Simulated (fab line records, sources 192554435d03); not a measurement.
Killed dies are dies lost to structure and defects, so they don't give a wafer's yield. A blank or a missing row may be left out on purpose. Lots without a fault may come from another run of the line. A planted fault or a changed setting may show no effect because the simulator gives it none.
A struck lot beside a sound one | flow n5_finfet | 16 steps out of a route of 1938
Sound: wafers L389.1, L389.2, L389.5. Struck: wafers L383.1, L383.4, L383.5. The cause comes at the end.
At each step with rows: each side's tool, then ch and its chambers, then its first start. Under that, the readings that differ: sound wafers | struck wafers | difference of the means | sigmas: that difference in standard deviations of wafers without a fault.
alike: readings whose means differ by less than 2 such deviations, and words and numbers that are the same on both sides. not compared: withheld readings, readings that some wafer has no value for, bounds like >300 that may hide the same value, and numbers for which the record gives no deviation and whose values overlap.
The two part at a step that has a row with sigmas, a row that says differs or no value, or rows on one side only. Numbers that don't overlap but have no deviation are shown without sigmas and don't part them. A reading that every wafer of one side lacks parts them only if that side has two wafers or more.

N5_BEOL_M2_ETCH_41: etches SiCN in CH3F/O2, target depth 29.9 nm, time 52.5 s.
  sound on rie_diel-06 ch 0,2,3; struck on rie_diel-04 ch 0,2
  reading                         | sound             | struck            | difference | sigmas
  oes_product_au (a.u.)           | 0.96 0.83 0.84    | 0.68 0.66 0.68    | -0.20      | -2
  showerhead_plenum_p_Torr (Torr) | 2.05 2.11 2.13    | 1.89 1.98 1.89    | -0.18      | -2
  throttle_valve_pct (%)          | 15.82 16.34 16.02 | 16.81 16.35 16.81 | +0.60      | +2
  alike: drypump_motor_current_A, rf_vpp_V
  not compared: rf_hours_counter_h
N5_BEOL_M2_STRIP_97: strips in N2/H2, time 10 s.
  sound on rie_diel-06 ch 0,2,3; struck on rie_diel-04 ch 0,2
  reading                         | sound          | struck         | difference | sigmas
  oes_product_au (a.u.)           | 0.95 0.83 0.84 | 0.68 0.66 0.68 | -0.20      | -2
  showerhead_plenum_p_Torr (Torr) | 2.59 2.69 2.68 | 2.41 2.50 2.41 | -0.21      | -2
  throttle_valve_pct (%)          | 23.2 23.7 23.1 | 24.3 23.8 24.3 | +0.8       | +2
  alike: drypump_motor_current_A, rf_vpp_V
  not compared: rf_hours_counter_h
N5_BEOL_M2_OCD_MEAS_38:
  sound on ocd-01, day 11 04:46; struck on ocd-01, day 9 15:15
  alike: trench_depth_nm
then, 4 steps without rows for these wafers: N5_BEOL_M2_HM_STRIP_39 (strips TiN in peroxide tin strip, target depth 25 nm, time 158 s); N5_BEOL_M2_SRD_40 (time 30 s); N5_BEOL_M2_PRECLEAN_42 (cleans in residue remover, time 60 s); N5_BEOL_M2_SRD_43 (time 30 s).
N5_BEOL_M2_CD_MEAS_35: target cd 18 nm, target cd y 22.2 nm.
  sound on cd_sem-01, day 11 04:55; struck on cd_sem-02, day 9 15:24
  alike: cd_nm
then, 1 step without rows for these wafers: N5_BEOL_M2_DEGAS_44 (time 60 s).
N5_BEOL_M2_PRE_CLEAN_45: time 30 s.
  sound on pvd_sputter-02, day 11 05:10; struck on pvd_sputter-03, day 9 15:40
  alike: heater_power_w
N5_BEOL_M2_ALD_84: deposits TaN, pulse time 2 s, purge time 3 s, co reactant purge time 2 s.
  sound on ald_metal-02 ch 0,1,2, day 11 05:14; struck on ald_metal-02 ch 1,3, day 9 15:52
  alike: heater_power_w, precursor_vessel_temp_c
  not compared: since_wet_clean_h
N5_BEOL_M2_SURFACE_TREAT_85:
  sound on pvd_sputter-02, day 11 05:32; struck on pvd_sputter-01, day 9 16:06
  not compared: throttle_valve_pct
N5_BEOL_M2_CVD_47: deposits Co from CCTBA/H2, target thk 3 nm, time 223.8 s.
  sound on cvd_co-02 ch 1,2, day 11 05:40; struck on cvd_co-01 ch 1,2, day 9 16:15
  reading          | sound             | struck            | difference | sigmas
  run_length_s (s) | 247.3 246.6 247.2 | 188.8 188.9 188.0 | -58.5      | -99 or more
  not compared: since_wet_clean_h
then, 1 step without rows for these wafers: N5_BEOL_M2_SPUTTER_48 (material Cu, target thk 4.5 nm, time 8.29 s).
N5_BEOL_M4_RC_MEAS_101:
  sound on prober-01 ch 0, day 12 22:38; struck on prober-01 ch 0, day 11 09:58
  alike: DIBL_N, DIBL_P, IOFF_N, IOFF_P, ION_N, ION_P, SS_N, SS_P, VT_N, VT_P
-- the record jumps here: 5 days lie between the struck wafers' starts before and after (it left off in module BEOL_M4 and takes up again in module PASSIVATION, whose first step shown is number 1936 of the route) --
N5_PASSIVATION_PROBE_49:
  sound on prober-01, day 17 03:40; struck on prober-01, day 16 02:55
  alike: defect_limited_yield, killed_at_M0_to_M3, killed_at_M4_up, killed_at_contacts, killed_at_front_end, killed_at_other, killed_dies, killed_open, killed_short, sort_bin_5_function, sort_bin_6_memory, sort_n_pass, sort_yield_pct

WHERE THEY PART
First at N5_BEOL_M2_ETCH_41; last, within this record, at N5_BEOL_M2_CVD_47. Later steps at which nothing parts them and some readings are alike: N5_BEOL_M4_RC_MEAS_101, N5_PASSIVATION_PROBE_49.

WHY: what the simulator had put in
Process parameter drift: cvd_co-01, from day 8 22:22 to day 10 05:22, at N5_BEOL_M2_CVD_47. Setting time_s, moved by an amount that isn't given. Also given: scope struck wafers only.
